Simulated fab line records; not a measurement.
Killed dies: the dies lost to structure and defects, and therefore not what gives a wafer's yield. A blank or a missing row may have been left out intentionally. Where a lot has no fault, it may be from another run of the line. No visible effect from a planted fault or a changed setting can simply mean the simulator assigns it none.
8D (eight disciplines) problem report, filled in by code :: flow nand_harc :: the parts of the form that need people (team, actions taken, sign-off) are left out

1. PROBLEM STATEMENT
Wafers without a fault read 1000 nm, standard deviation 8.8; thk_nm at NHARC_A_ONON_D1_THK_MEAS_14 reads a mean of 661 nm on 2 wafers belonging to 2 lots. Relative to the usual mean, that is a shift of -39 standard deviations.
The step: measures by ellipsometry.
Seen first at day 10 11:51 on film_metro-01, wafer L448.1. The record has a number at this step for 41 wafers belonging to 14 lots. By rule, "out" or "out of limits" means more than 4 standard deviations away from the usual mean. Any other wafer with a number is counted as sound.

2. WHAT THIS IS AND IS NOT
question: which readings at this step
is: thk_nm
is not: -

question: which lots
is: L448, L450
is not: L438, L440, L441, L442, L444, L445, L449, L456, L457, L458, L460, L461

question: which wafers of those lots
is: L448.1, L450.2
is not: L448.3, L448.6, L450.4

question: read on which gauges
is: film_metro-01
is not: film_metro-02

question: when
is: from day 10 11:51
is not: up to then (20 sound wafers); but 19 sound wafers of L449, L450, L456, L457, L458, L460, L461 came after

3. THE SUSPECTS, EACH WITH WHAT RULES IT OUT
Counting: if a tool at a process step up to the reading ran every lot that is out, it stays a suspect. Sound lots after the first of them don't rule it out here, since some wafers of a struck lot are sound.
- the gauge at NHARC_A_ONON_D1_THK_MEAS_14: kept. All the wafers that are out were read on film_metro-01, and no step on other tools shows them out.
- pecvd_onon-03 at NHARC_A_ONON_D1_DEP_12 (target thk 1000 nm): kept. It processed each lot that is out (first: L448, day 10 11:20); up to then, its last sound lot is L445 (day 9 07:26).
Left after counting: pecvd_onon-03 at NHARC_A_ONON_D1_DEP_12, film_metro-01 at NHARC_A_ONON_D1_THK_MEAS_14.

4. THE CAUSE (what the simulator had put in)
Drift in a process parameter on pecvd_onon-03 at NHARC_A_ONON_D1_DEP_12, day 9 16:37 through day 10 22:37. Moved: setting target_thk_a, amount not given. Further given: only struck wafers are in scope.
2 suspects survive the count, and this tool is in that group.

5. SEQUENCE OF EFFECTS, ordered by route
Rows list readings where the struck wafers' mean (over those with a number) sits beyond 3 standard deviations from the usual. Only readings whose record carries a usual standard deviation are examined. hours: median over the lots of the time between each lot's start at the first step of this table that gives one and its start at this step. sigmas: the change, counted in usual standard deviations.
hours: 0
step: NHARC_A_ONON_D1_THK_MEAS_14
reading: thk_nm
usual: 1000 nm
on struck wafers: 661
change: -339
sigmas: -39

6. HOW IT WOULD HAVE BEEN CAUGHT EARLIER
19 hours passed between the start of the fault at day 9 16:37 and the first reading out of limits at a measuring or inspecting step in this record, taken at day 10 11:51.
Lots out: 2; of these, L450 started NHARC_A_ONON_D1_DEP_12 on pecvd_onon-03 after day 10 11:51. A tool hold placed at that time would have kept it from harm.
